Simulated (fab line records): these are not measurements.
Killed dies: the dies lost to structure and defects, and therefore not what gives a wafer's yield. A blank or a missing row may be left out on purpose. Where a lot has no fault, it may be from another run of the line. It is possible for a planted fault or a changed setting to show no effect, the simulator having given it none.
Chamber matching    flow n5-finfet    N5_BEOL_M13_VIA_ETCH_16 on rie-diel-03: 4 sister chambers
The step etches SiOC in C4F8/O2/Ar, target depth 921.7 nm. 4 wafers are shown with their chamber, then 12 later ones without.

WAFERS WITH THEIR CHAMBER
wafer   chamber  drypump-motor-current-A (A)
L093.1  3        5.6
L092.1  2        6.1
L092.2  0        5.9
L092.3  1        6.1

WAFERS WITH NO CHAMBER GIVEN
wafer   drypump-motor-current-A (A)
L092.4  5.6
L092.5  6.1
L092.6  6.1
L094.2  6.1
L094.3  6.1
L094.5  5.7
L096.1  5.9
L096.2  5.7
L096.3  6.1
L096.4  6.1
L096.5  6.1
L096.6  5.9

WHICH CHAMBER EACH ONE RAN IN
wafer   from the rows above      in truth
L092.4  3                        3
L092.5  can't be placed: 1 or 2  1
L092.6  can't be placed: 1 or 2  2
L094.2  can't be placed: 1 or 2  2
L094.3  can't be placed: 1 or 2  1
L094.5  3                        3
L096.1  0                        0
L096.2  3                        3
L096.3  can't be placed: 1 or 2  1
L096.4  can't be placed: 1 or 2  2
L096.5  can't be placed: 1 or 2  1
L096.6  0                        0
Placed correctly: 5 of 12. Unplaceable from these rows: 7, with the true chamber sitting among the candidates in 7. Placed wrongly: 0.
How it was worked out, from the rows above alone: a wafer's distance from a chamber is the root of the sum, over the readings, of the square of ((its reading less the chamber's mean) divided by the reading's scatter). The wafer belongs to the nearest chamber; if the next one is less than 2 further off, it can't be placed. Each chamber's mean is taken over the wafers shown for it. The scatter (one wafer shown for each chamber): square how far every hidden wafer sits from the nearest shown wafer, average those squares and take the square root.
